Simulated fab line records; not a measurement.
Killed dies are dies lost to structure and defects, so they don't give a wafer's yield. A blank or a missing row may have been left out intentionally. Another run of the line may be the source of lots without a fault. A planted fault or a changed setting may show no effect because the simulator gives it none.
fab line records + flow n5Finfet
record:
- lots: 8
- wafers: 24
- lastDay: 19
route steps=1938 shown WELL_APT@31 FIN_SAQP@116 BEOL_M4@1111
lots with no fault: from the same line, run without faults
startH: start of the lot's first displayed wafer, in hours after the record's first day + waitH: hours from the lot's prior step to this one + " as in the row above + L1.1+2: a single row standing in for several wafers + - either no value or no given start + * or withheld: withheld + < > ~ a bound
route shown NAME@n: a module of which the file shows steps, and the number in the route of the first + usual: the fault-free wafers' mean and standard deviation + same: alike in all rows + chamber/n: place in a boat + sites: each site's reading + _std_site: the standard deviation of these + _edge_site: the outer-site mean with the inner-site mean subtracted + radiusMm: how far each site lies from the wafer's centre + mask NAME#n: copy n + behind: the last tool/chamber to shape the wafer + hold: cause of the lot's hold/its duration in hours/its outcome + device: the transistor (n, p or np) that didn't switch + end of line: tests of these same wafers at the route's end + where a step has no rows: the recipe by itself + killed: dies lost to structure and defects at the first sort, not the wafer's yield + map: a wafer's dies, marking killed ones x, the rest . and places with no die _
set.NAME: the run value of the setting; set.NAME@STEP: its run value at that earlier step + model.NAME: the simulator's own value behind a step, which no gauge read
route steps across a sampled set of lots; one table per step, one row per wafer
services: a tool's chamber out of use, with start hour (startH, from the record's first day; less than 0 if before it), hours out, and reason
== steps ==
step: N5_WELL_APT_DESCUM_13
recipe:
- chemistry: O2
- timeS: 7.9
- sourcePowerW: 50
- biasPowerW: 20
- pressureMtorr: 20
- rfFrequencyHz: 2.712e+07
- tempC: 40
- o2FlowSccm: 225
usual:
- drypumpMotorCurrentA: 5.8/0.41
- o2FlowSccm: 225.1/0.72
- oesProductAu: 0.76/0.056
- rfVppV: 243.2/1.4
- showerheadPlenumPTorr: 2.10/0.088
- throttleValvePct: 20.49/0.25
| lot.wafer | tool       | chamber | startH | waitH | drypumpMotorCurrentA | o2FlowSccm | oesProductAu | rfHoursCounterH | rfVppV | showerheadPlenumPTorr | throttleValvePct |
|-----------|------------|---------|--------|-------|----------------------|------------|--------------|-----------------|--------|-----------------------|------------------|
| L599.1    | rieDiel-05 | 2       | 38.20  | 0.5   | 5.5                  | 223.8      | 0.76         | 149             | 244.3  | 2.21                  | 20.37            |
| L599.2    | "          | 1       | "      | "     | 6.5                  | 224.3      | 0.70         | 185             | 242.8  | 1.98                  | 20.48            |
| L599.6    | "          | 3       | "      | "     | 6.1                  | 226.4      | 0.79         | -               | 242.6  | 2.09                  | 20.39            |
| L600.1    | rieDiel-05 | 3       | 44.01  | 0.3   | 6.1                  | 225.6      | 0.78         | 125             | 243.1  | 2.09                  | 20.38            |
| L600.4    | "          | 2       | "      | "     | 5.5                  | 224.6      | 0.77         | 151             | 244.6  | 2.21                  | 20.39            |
| L600.5    | "          | 1       | "      | "     | 6.5                  | 223.9      | 0.70         | -               | 242.3  | 1.98                  | 20.48            |
| L603.3    | rieDiel-04 | 3       | 61.95  | 0.0   | 5.7                  | 225.4      | 0.72         | 167             | 245.8  | 2.18                  | 20.72            |
| L603.5    | "          | 3       | "      | "     | 5.7                  | 225.1      | 0.72         | -               | 244.0  | 2.18                  | 20.73            |
| L603.6    | "          | 2       | "      | "     | 6.0                  | 224.9      | 0.78         | -               | 241.9  | 2.00                  | 20.24            |
| L608.4    | rieDiel-04 | 2       | 91.93  | 0.3   | 6.1                  | 224.6      | 0.77         | 160             | 242.3  | 2.00                  | 20.25            |
| L608.5    | "          | 0       | "      | "     | 5.6                  | 224.2      | 0.84         | -               | 242.8  | 2.04                  | 20.04            |
| L608.6    | "          | 3       | "      | "     | 5.7                  | 225.1      | 0.72         | -               | 246.3  | 2.18                  | 20.75            |
| L614.3    | rieDiel-05 | 1       | 127.96 | 0.1   | 6.5                  | 225.0      | 0.67         | 216             | 241.8  | 1.97                  | 20.53            |
| L614.4    | "          | 1       | "      | "     | 6.5                  | 225.0      | 0.67         | -               | 241.6  | 1.97                  | 20.53            |
| L614.6    | "          | 0       | "      | "     | 5.6                  | 226.0      | 0.70         | -               | 242.5  | 2.09                  | 20.89            |
| L615.1    | rieDiel-04 | 2       | 133.64 | 0.0   | 6.1                  | 223.6      | 0.76         | 174             | 240.4  | 1.99                  | 20.28            |
| L615.2    | "          | 0       | "      | "     | 5.6                  | 223.8      | 0.82         | 68              | 241.7  | 2.04                  | 20.07            |
| L615.5    | "          | 3       | "      | "     | 5.8                  | 225.8      | 0.71         | -               | 243.9  | 2.17                  | 20.78            |
| L616.1    | rieDiel-05 | 0       | 139.77 | 0.0   | 5.6                  | 223.7      | 0.70         | 193             | 242.1  | 2.09                  | 20.87            |
| L616.4    | "          | 2       | "      | "     | 5.5                  | 224.4      | 0.74         | 182             | 243.9  | 2.19                  | 20.43            |
| L616.5    | "          | 1       | "      | "     | 6.5                  | 225.9      | 0.67         | -               | 241.2  | 1.97                  | 20.52            |
| L617.2    | rieDiel-05 | 3       | 145.78 | 0.0   | 6.1                  | 225.7      | 0.76         | 148             | 241.0  | 2.08                  | 20.43            |
| L617.3    | "          | 0       | "      | "     | 5.6                  | 224.1      | 0.71         | 194             | 242.3  | 2.09                  | 20.89            |
| L617.6    | "          | 2       | "      | "     | 5.5                  | 225.3      | 0.74         | -               | 244.7  | 2.19                  | 20.46            |
step: N5_WELL_APT_RTA_34
recipe:
- tempC: 1000
- timeS: 10
- ambient: N2
- idleTempC: 600
- rampUpCPerS: 150
- rampDownCPerS: 60
- coolToC: 600
usual:
- lampPowerPct: 13.01/0.054
- lamp_zone_1_pct: 12.997/0.028
- lamp_zone_2_pct: 12.99/0.03
- lamp_zone_3_pct: 12.995/0.029
- lamp_zone_4_pct: 12.994/0.028
- lamp_zone_5_pct: 12.997/0.027
- lamp_zone_6_pct: 12.92/0.031
- lamp_zone_7_pct: 13.424/0.028
- wafer_temp_C_max: 1003.7/1.1
| lot.wafer | tool         | chamber | startH | waitH | lampPowerPct | lamp_zone_1_pct | lamp_zone_2_pct | lamp_zone_3_pct | lamp_zone_4_pct | lamp_zone_5_pct | lamp_zone_6_pct | lamp_zone_7_pct | wafer_temp_C_max |
|-----------|--------------|---------|--------|-------|--------------|-----------------|-----------------|-----------------|-----------------|-----------------|-----------------|-----------------|------------------|
| L599.1    | rtpAnneal-02 | 0       | 40.44  | 0.3   | 11.61        | 11.719          | 11.71           | 11.636          | 11.678          | 11.706          | 11.66           | 12.120          | 1003.3           |
| L599.2    | "            | 0       | "      | "     | 11.68        | 11.701          | 11.68           | 11.660          | 11.658          | 11.638          | 11.61           | 12.035          | 1003.7           |
| L599.6    | "            | 0       | "      | "     | 11.78        | 11.678          | 11.69           | 11.688          | 11.689          | 11.669          | 11.60           | 12.100          | 1002.0           |
| L600.1    | rtpAnneal-02 | 0       | 45.97  | 0.1   | 11.66        | 11.694          | 11.69           | 11.682          | 11.654          | 11.702          | 11.61           | 12.083          | 1003.6           |
| L600.4    | "            | 0       | "      | "     | 11.70        | 11.630          | 11.64           | 11.656          | 11.646          | 11.683          | 11.61           | 12.010          | 1005.4           |
| L600.5    | "            | 0       | "      | "     | 11.81        | 11.632          | 11.71           | 11.687          | 11.686          | 11.613          | 11.57           | 12.037          | 1004.7           |
| L603.3    | rtpAnneal-02 | 0       | 64.00  | 0.1   | 11.61        | 11.697          | 11.66           | 11.713          | 11.699          | 11.664          | 11.58           | 12.068          | 1002.6           |
| L603.5    | "            | 0       | "      | "     | 11.73        | 11.670          | 11.69           | 11.668          | 11.646          | 11.657          | 11.63           | 12.082          | 1007.2           |
| L603.6    | "            | 0       | "      | "     | 11.65        | 11.652          | 11.62           | 11.703          | 11.670          | 11.720          | 11.63           | 12.045          | 1002.3           |
| L608.4    | rtpAnneal-01 | 0       | 94.00  | 0.1   | 12.99        | 13.018          | 13.02           | 13.010          | 12.996          | 12.985          | 12.97           | 13.461          | 1004.4           |
| L608.5    | "            | 0       | "      | "     | 13.03        | 13.064          | 12.99           | 12.993          | 13.009          | 12.988          | 12.95           | 13.440          | 1002.8           |
| L608.6    | "            | 0       | "      | "     | 13.04        | 12.990          | 13.03           | 12.949          | 13.005          | 13.011          | 12.97           | 13.380          | 1002.5           |
| L614.3    | rtpAnneal-02 | 0       | 130.24 | 0.1   | 13.02        | 13.016          | 12.93           | 12.991          | 12.984          | 13.025          | 12.92           | 13.373          | 1001.6           |
| L614.4    | "            | 0       | "      | "     | 13.03        | 13.020          | 13.01           | 12.977          | 12.999          | 13.009          | 12.98           | 13.431          | 1002.7           |
| L614.6    | "            | 0       | "      | "     | 12.97        | 12.994          | 12.99           | 12.979          | 12.967          | 13.022          | 12.87           | 13.375          | 1002.4           |
| L615.1    | rtpAnneal-02 | 0       | 135.87 | 0.0   | 13.09        | 13.036          | 13.03           | 13.016          | 13.010          | 12.989          | 12.89           | 13.458          | 1003.2           |
| L615.2    | "            | 0       | "      | "     | 13.06        | 13.026          | 13.01           | 13.007          | 12.988          | 12.948          | 12.86           | 13.392          | 1002.7           |
| L615.5    | "            | 0       | "      | "     | 12.97        | 13.017          | 13.05           | 12.951          | 13.005          | 12.996          | 12.96           | 13.375          | 1003.9           |
| L616.1    | rtpAnneal-02 | 0       | 141.70 | 0.1   | 13.01        | 12.996          | 12.98           | 12.977          | 12.996          | 13.003          | 12.96           | 13.412          | 1004.4           |
| L616.4    | "            | 0       | "      | "     | 13.04        | 13.008          | 12.98           | 12.971          | 12.969          | 12.980          | 12.95           | 13.472          | 1003.9           |
| L616.5    | "            | 0       | "      | "     | 12.97        | 13.009          | 12.96           | 13.003          | 12.994          | 13.045          | 12.95           | 13.441          | 1003.2           |
| L617.2    | rtpAnneal-02 | 0       | 147.90 | 0.0   | 13.09        | 12.956          | 12.98           | 12.992          | 12.998          | 12.989          | 12.89           | 13.406          | 1004.1           |
| L617.3    | "            | 0       | "      | "     | 12.91        | 12.997          | 12.96           | 12.966          | 12.981          | 13.022          | 12.89           | 13.437          | 1004.9           |
| L617.6    | "            | 0       | "      | "     | 13.02        | 13.030          | 12.99           | 13.008          | 13.063          | 13.004          | 12.96           | 13.437          | 1003.6           |
step: N5_WELL_APT_EPI_41
recipe:
- material: Si
- targetThkA: 500
- tempC: 650
- precursor: SiH4/H2
- pressureTorr: 20
- timeS: 297.7
usual:
- throttleValvePct: 11.46/0.2
| lot.wafer | tool        | chamber | startH | waitH | throttleValvePct |
|-----------|-------------|---------|--------|-------|------------------|
| L599.1    | epiRpcvd-03 | 0       | 40.68  | 0.0   | 11.65            |
| L599.2    | "           | 0       | "      | "     | 11.09            |
| L599.6    | "           | 0       | "      | "     | 11.51            |
| L600.1    | epiRpcvd-01 | 0       | 46.21  | 0.0   | 11.32            |
| L600.4    | "           | 0       | "      | "     | 11.64            |
| L600.5    | "           | 0       | "      | "     | 11.69            |
| L603.3    | epiRpcvd-03 | 0       | 64.40  | 0.2   | 11.53            |
| L603.5    | "           | 0       | "      | "     | 11.49            |
| L603.6    | "           | 0       | "      | "     | 11.54            |
| L608.4    | epiRpcvd-03 | 0       | 94.48  | 0.3   | 11.43            |
| L608.5    | "           | 0       | "      | "     | 11.31            |
| L608.6    | "           | 0       | "      | "     | 11.49            |
| L614.3    | epiRpcvd-03 | 0       | 130.64 | 0.2   | 11.68            |
| L614.4    | "           | 0       | "      | "     | 11.54            |
| L614.6    | "           | 0       | "      | "     | 11.22            |
| L615.1    | epiRpcvd-01 | 0       | 136.11 | 0.0   | 11.40            |
| L615.2    | "           | 0       | "      | "     | 11.50            |
| L615.5    | "           | 0       | "      | "     | 11.58            |
| L616.1    | epiRpcvd-04 | 0       | 141.95 | 0.0   | 11.24            |
| L616.4    | "           | 0       | "      | "     | 10.98            |
| L616.5    | "           | 0       | "      | "     | 11.05            |
| L617.2    | epiRpcvd-03 | 0       | 148.22 | 0.1   | 11.30            |
| L617.3    | "           | 0       | "      | "     | 11.53            |
| L617.6    | "           | 0       | "      | "     | 11.67            |
step: N5_FIN_SAQP_ETCH_52
recipe:
- chemistry: N2/H2
- target: SOC
- targetDepthA: 1000
- overetchA: 200
- maskMaterial: SiARC
- tempC: 40
- timeS: 150
- ionEnergyEv: 200
- pressureMtorr: 30
- sourceW: 840
- biasW: 150
- n2FlowSccm: 200
- h2FlowSccm: 200
- ends: endPoint
usual:
- drypumpMotorCurrentA: 5.8/0.41
- oesProductAu: 0.67/0.039
- rfVppV: 523.9/2.5
- showerheadPlenumPTorr: 2.55/0.1
- throttleValvePct: 17.93/0.27
| lot.wafer | tool       | chamber | startH | waitH | drypumpMotorCurrentA | oesProductAu | rfHoursCounterH | rfVppV | showerheadPlenumPTorr | throttleValvePct |
|-----------|------------|---------|--------|-------|----------------------|--------------|-----------------|--------|-----------------------|------------------|
| L599.1    | rieDiel-05 | 2       | 46.67  | 0.0   | 5.5                  | 0.69         | 152             | 526.4  | 2.66                  | 17.76            |
| L599.2    | "          | 0       | "      | "     | 5.6                  | 0.67         | 162             | 524.5  | 2.56                  | 18.20            |
| L599.6    | "          | 1       | "      | "     | 6.5                  | 0.64         | -               | 521.5  | 2.41                  | 17.95            |
| L600.1    | rieDiel-05 | 0       | 51.72  | 0.0   | 5.6                  | 0.66         | 164             | 523.6  | 2.56                  | 18.18            |
| L600.4    | "          | 1       | "      | "     | 6.5                  | 0.63         | -               | 520.4  | 2.41                  | 17.98            |
| L600.5    | "          | 2       | "      | "     | 5.5                  | 0.69         | -               | 526.3  | 2.66                  | 17.77            |
| L603.3    | rieDiel-05 | 1       | 70.10  | 0.0   | 6.5                  | 0.64         | 197             | 520.3  | 2.40                  | 17.98            |
| L603.5    | "          | 0       | "      | "     | 5.6                  | 0.66         | -               | 524.8  | 2.55                  | 18.19            |
| L603.6    | "          | 1       | "      | "     | 6.5                  | 0.64         | -               | 520.3  | 2.40                  | 17.99            |
| L608.4    | rieDiel-02 | 1       | 101.05 | 0.0   | 5.8                  | 0.66         | 174             | 525.8  | 2.65                  | 18.04            |
| L608.5    | "          | 2       | "      | "     | 6.4                  | 0.77         | -               | 526.9  | 2.71                  | 17.73            |
| L608.6    | "          | 3       | "      | "     | 4.9                  | 0.64         | -               | 521.9  | 2.54                  | 17.93            |
| L614.3    | rieDiel-05 | 0       | 136.02 | 0.0   | 5.6                  | 0.64         | 192             | 522.2  | 2.54                  | 18.25            |
| L614.4    | "          | 2       | "      | "     | 5.5                  | 0.66         | 182             | 527.1  | 2.65                  | 17.82            |
| L614.6    | "          | 3       | "      | "     | 6.1                  | 0.69         | -               | 524.2  | 2.53                  | 17.79            |
| L615.1    | rieDiel-05 | 2       | 142.54 | 0.0   | 5.5                  | 0.67         | 183             | 526.3  | 2.65                  | 17.82            |
| L615.2    | "          | 0       | "      | "     | 5.6                  | 0.64         | 193             | 522.8  | 2.54                  | 18.26            |
| L615.5    | "          | 0       | "      | "     | 5.6                  | 0.64         | -               | 524.1  | 2.54                  | 18.25            |
| L616.1    | rieDiel-04 | 3       | 148.21 | 0.0   | 5.8                  | 0.63         | 201             | 526.7  | 2.64                  | 18.25            |
| L616.4    | "          | 3       | "      | "     | 5.8                  | 0.64         | -               | 525.4  | 2.64                  | 18.26            |
| L616.5    | "          | 2       | "      | "     | 6.1                  | 0.66         | -               | 519.7  | 2.44                  | 17.86            |
| L617.2    | rieDiel-04 | 1       | 154.93 | 0.0   | 5.3                  | 0.65         | 205             | 526.0  | 2.63                  | 18.20            |
| L617.3    | "          | 2       | "      | "     | 6.1                  | 0.66         | 180             | 520.5  | 2.44                  | 17.87            |
| L617.6    | "          | 1       | "      | "     | 5.3                  | 0.65         | -               | 524.8  | 2.63                  | 18.18            |
step: N5_BEOL_M4_RC_MEAS_101
usual:
- DIBL_N: 36.6/1.9
- DIBL_P: 36.7/2.2
- IOFF_N: 0.16/0.035
- IOFF_N_LONG: 5.48e-05/2.4e-06
- IOFF_P: 0.22/0.038
- ION_N: 672/14
- ION_P: 462/8.3
- SS_N: 71.6/0.65
- SS_P: 73.5/0.72
- VT_N: 250/3.5
- VT_P: -250/3.1
| lot.wafer | tool      | chamber | startH | waitH | DIBL_N[mV/V] | DIBL_P[mV/V] | IOFF_N[nA/um] | IOFF_N_LONG[nA/um] | IOFF_P[nA/um] | ION_N[uA/um] | ION_P[uA/um] | SS_N[mV/dec] | SS_P[mV/dec] | VT_N[mV] | VT_P[mV] |
|-----------|-----------|---------|--------|-------|--------------|--------------|---------------|--------------------|---------------|--------------|--------------|--------------|--------------|----------|----------|
| L599.1    | prober-02 | 0       | 207.69 | 0.0   | 36.4         | 36.7         | 0.15          | 6.23e-05           | 0.19          | 650          | 446          | 71.6         | 73.3         | 254      | -258     |
| L599.2    | "         | 0       | "      | "     | 34.4         | 34.6         | 0.12          | 6.13e-05           | 0.16          | 664          | 452          | 71.0         | 72.7         | 254      | -257     |
| L599.6    | "         | 0       | "      | "     | 33.3         | 32.6         | 0.11          | 6.1e-05            | 0.14          | 648          | 441          | 70.7         | 71.6         | 257      | -257     |
| L600.1    | prober-02 | 0       | 222.91 | 0.0   | 35.5         | 35.6         | 0.12          | 6.49e-05           | 0.20          | 651          | 461          | 71.6         | 72.9         | 256      | -250     |
| L600.4    | "         | 0       | "      | "     | 37.3         | 37.5         | 0.15          | 6.48e-05           | 0.22          | 649          | 446          | 72.2         | 73.5         | 252      | -251     |
| L600.5    | "         | 0       | "      | "     | 34.8         | 36.4         | 0.13          | 6.31e-05           | 0.21          | 659          | 461          | 70.8         | 73.1         | 253      | -248     |
| L603.3    | prober-01 | 0       | 238.77 | 0.3   | 36.2         | 36.5         | 0.14          | 6.68e-05           | 0.21          | 672          | 458          | 71.4         | 73.3         | 256      | -252     |
| L603.5    | "         | 0       | "      | "     | 36.9         | 37.1         | 0.16          | 6.63e-05           | 0.23          | 671          | 466          | 71.7         | 74.2         | 251      | -245     |
| L603.6    | "         | 0       | "      | "     | 35.3         | 35.5         | 0.13          | 6.67e-05           | 0.20          | 672          | 464          | 71.0         | 73.5         | 251      | -250     |
| L608.4    | prober-01 | 0       | 272.38 | 0.5   | 35.5         | 35.2         | 0.13          | 5.19e-05           | 0.18          | 650          | 451          | 71.8         | 73.1         | 252      | -251     |
| L608.5    | "         | 0       | "      | "     | 33.3         | 32.9         | 0.11          | 5.17e-05           | 0.16          | 656          | 459          | 70.9         | 72.7         | 254      | -254     |
| L608.6    | "         | 0       | "      | "     | 35.3         | 34.6         | 0.14          | 5.19e-05           | 0.18          | 665          | 452          | 71.5         | 73.1         | 253      | -251     |
| L614.3    | prober-02 | 0       | 297.27 | 0.3   | 40.8         | 42.0         | 0.26          | 5.56e-05           | 0.32          | 692          | 467          | 72.9         | 74.4         | 245      | -245     |
| L614.4    | "         | 0       | "      | "     | 35.1         | 35.6         | 0.14          | 5.41e-05           | 0.21          | 663          | 457          | 71.1         | 73.1         | 251      | -249     |
| L614.6    | "         | 0       | "      | "     | 36.6         | 36.8         | 0.16          | 5.47e-05           | 0.21          | 676          | 462          | 71.7         | 73.4         | 250      | -251     |
| L615.1    | prober-01 | 0       | 319.10 | 0.0   | 37.4         | 38.4         | 0.16          | 5.4e-05            | 0.22          | 678          | 468          | 71.0         | 74.4         | 251      | -249     |
| L615.2    | "         | 0       | "      | "     | 37.4         | 38.9         | 0.17          | 5.29e-05           | 0.25          | 667          | 455          | 71.4         | 73.9         | 253      | -247     |
| L615.5    | "         | 0       | "      | "     | 38.9         | 38.7         | 0.18          | 5.36e-05           | 0.24          | 654          | 452          | 72.4         | 74.9         | 254      | -249     |
| L617.2    | prober-02 | 0       | 319.81 | 0.2   | 38.0         | 37.2         | 0.19          | 6e-05              | 0.26          | 699          | 472          | 71.8         | 73.5         | 249      | -244     |
| L617.3    | "         | 0       | "      | "     | 39.0         | 39.1         | 0.23          | 5.93e-05           | 0.31          | 682          | 467          | 71.8         | 74.1         | 245      | -244     |
| L617.6    | "         | 0       | "      | "     | 37.8         | 36.6         | 0.18          | 6.05e-05           | 0.25          | 674          | 463          | 72.4         | 73.6         | 248      | -245     |
| L616.1    | prober-02 | 0       | 326.31 | 0.0   | 38.1         | 37.1         | 0.19          | 5.65e-05           | 0.25          | 669          | 458          | 71.4         | 73.8         | 249      | -248     |
| L616.4    | "         | 0       | "      | "     | 35.2         | 34.2         | 0.14          | 5.65e-05           | 0.19          | 680          | 466          | 71.2         | 72.6         | 251      | -250     |
| L616.5    | "         | 0       | "      | "     | 35.7         | 34.4         | 0.14          | 5.75e-05           | 0.21          | 678          | 474          | 71.6         | 73.6         | 249      | -248     |
== services ==
| tool         | chamber | startH | hours | kind   |
|--------------|---------|--------|-------|--------|
| rieDiel-05   | 2       | 15.87  | 9.6   | repair |
| epiRpcvd-04  | -       | 22.69  | 8.1   | pm     |
| rieDiel-02   | -       | 25.16  | 2.9   | repair |
| rieDiel-02   | -       | 30.50  | 0.2   | repair |
| rieDiel-02   | 1       | 38.04  | 19.6  | repair |
| rieDiel-05   | 3       | 48.03  | 14.3  | repair |
| rieDiel-02   | 1       | 58.16  | 9.7   | repair |
| rieDiel-05   | -       | 70.86  | 2.8   | pm     |
| epiRpcvd-03  | -       | 89.40  | 0.4   | repair |
| rtpAnneal-02 | -       | 92.80  | 5.4   | pm     |
| rieDiel-05   | -       | 117.75 | 0.6   | repair |
| rieDiel-05   | -       | 126.84 | 0.3   | repair |
| rieDiel-04   | 0       | 146.11 | 2.5   | repair |
== key ==
firstSign:
- step: N5_WELL_APT_RTA_34
- reading: lamp_zone_5_pct
- direction: down
- sigmas: 50
- usual: *
- struck: *
effect:
- step: N5_WELL_APT_RTA_34
- reading: lamp_zone_7_pct
- direction: down
- sigmas: 48
- usual: *
- struck: *
effect:
- step: N5_BEOL_M4_RC_MEAS_101
- reading: IOFF_N_LONG
- direction: up
- sigmas: 3.9
- usual: 5.48e-05
- struck: 6.41e-05
metAt N5_WELL_APT_RTA_34
struckLots L599,L600,L603
notActingAt N5_WELL_APT_DESCUM_13,N5_WELL_APT_EPI_41,N5_FIN_SAQP_ETCH_52
fault:
- kind: processParameterDrift
- tool: rtpAnneal-02
- chamber: -
- onsetH: 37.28
- steps: N5_WELL_APT_RTA_34
- channel: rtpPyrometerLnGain
- offset: 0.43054
- shape: step
- endH: 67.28
